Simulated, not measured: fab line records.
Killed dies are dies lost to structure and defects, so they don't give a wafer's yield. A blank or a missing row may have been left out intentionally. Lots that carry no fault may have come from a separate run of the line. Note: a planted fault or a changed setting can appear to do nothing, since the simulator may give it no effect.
A struck lot beside a sound one :: flow n5_finfet :: 20 out of 1938 route steps
Sound: these wafers, L833.1, L833.2, L833.6. Wafers L837.4, L837.5, L837.6 were the ones struck. The cause comes at the end.
Each step with rows lists, per side, the tool, then ch with its chambers, then its first start. Under that, the readings that differ: sound wafers :: struck wafers :: difference of the means :: sigmas: that difference in standard deviations of wafers without a fault.
alike: same words and numbers on both sides, and readings whose means sit less than 2 such deviations apart. not compared: any withheld reading, any reading some wafer has no value for, any bound like >300 that may hide the same value, and any number with overlapping values for which the record gives no deviation.
Wherever a step has rows on one side only, a row that says differs or no value, or a row with sigmas, the two part there. When numbers do not overlap yet have no deviation, they are printed without sigmas and do not part them. Lack of a reading on every wafer of one side parts them only where that side has two or more wafers.

first, 8 steps without rows for these wafers: N5_BEOL_M8_CMP_52 (polishes, stops on SiCOH lowk, t overpolish 6.9 s, target thk 80 nm); N5_BEOL_M8_PRE_CLEAN_55 (time 15 s); N5_BEOL_M8_DEP_56 (deposits SiCN from 3MS/NH3, target thk 10 nm, time 17.5 s); N5_BEOL_M9_ILD_DEP_00 (deposits SiCOH lowk from DEMS/porogen, target thk 308.51 nm, time 58 s); N5_BEOL_M9_CURE_71 (cures SiCOH lowk, time 240 s); N5_BEOL_M9_PECVD_70 (deposits SiO2 from TEOS/O2, target thk 20 nm, time 22.7 s); N5_BEOL_M9_HM_DEP_02 (deposits TiN, target thk 20 nm); N5_BEOL_M9_COAT_59 (time 60 s, resist thk 100 nm).
N5_BEOL_M9_COAT_60: time 60 s, resist thk 30 nm.
  sound on litho_track-03 ch 0, day 12 16:29; struck on litho_track-03 ch 0, day 13 16:17
reading: spin_speed_rpm (rpm)
sound: 1500.0 1502.0 1497.4
struck: 1426.1 1427.2 1427.3
difference: -72.9
sigmas: -73

reading: model.SiARC_of_BEOL_M9_COAT_60.thk_nm (nm)
sound: 30 30 30
struck: 30.8 30.8 30.8
difference: +0.8
sigmas: 
  alike: heater_power_total_W
then, 7 steps without rows for these wafers: N5_BEOL_M9_COAT_05 (resist thk 90 nm); N5_BEOL_M9_EBR_07; N5_BEOL_M9_SOFTBAKE_06 (time 60 s); N5_BEOL_M9_EXPOSE_08 (exposes mask M9); N5_BEOL_M9_PEB_09 (peb time 60 s); N5_BEOL_M9_DEVELOP_10 (develop time 30 s); N5_BEOL_M9_DESCUM_16 (chemistry O2, time 7.9 s).
N5_BEOL_M9_ETCH_61: etches SiARC in CF4, target depth 39 nm, time 65 s.
  sound on rie_diel-03 ch 1,2, day 12 16:50; struck on rie_diel-03 ch 1,2, day 13 17:15
reading: model.etch.depth_nm (nm)
sound: 30.04 30.07 30.06
struck: 30.86 30.9 30.84
difference: +0.81
sigmas: 
  alike: drypump_motor_current_A, etch_rf_on_time_s, mfc_ar_sccm, oes_product_au, rf_vpp_V, showerhead_plenum_p_Torr, throttle_valve_pct
  not compared: rf_hours_counter_h, model.CAR-ArF_of_BEOL_M9_COAT_05.thk_nm
N5_BEOL_M9_ETCH_62: etches SOC in N2/H2, target depth 110 nm, overetch 22 nm, time 165 s.
  sound on rie_diel-03 ch 1,2, day 12 16:53; struck on rie_diel-03 ch 1,2, day 13 17:18
reading: model.SiARC_of_BEOL_M9_COAT_60.thk_nm (nm)
sound: 23.6 23.8 23.6
struck: 24.6 24.6 24.6
difference: +0.9
sigmas: 
  alike: drypump_motor_current_A, h2_flow_sccm, oes_product_au, rf_vpp_V, showerhead_plenum_p_Torr, throttle_valve_pct
  not compared: rf_hours_counter_h
then, 1 step without rows for these wafers: N5_BEOL_M9_STRIP_68 (strips in N2/H2).
N5_PASSIVATION_PROBE_49:
  the record has rows for the sound wafers here (prober-02, day 15 06:49) and none for the struck ones

## WHERE THEY PART
First at N5_BEOL_M9_COAT_60; last, within this record, at N5_PASSIVATION_PROBE_49.

WHY: what the simulator had put in
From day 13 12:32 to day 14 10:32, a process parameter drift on litho_track-03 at N5_BEOL_M9_COAT_60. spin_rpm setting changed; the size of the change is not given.
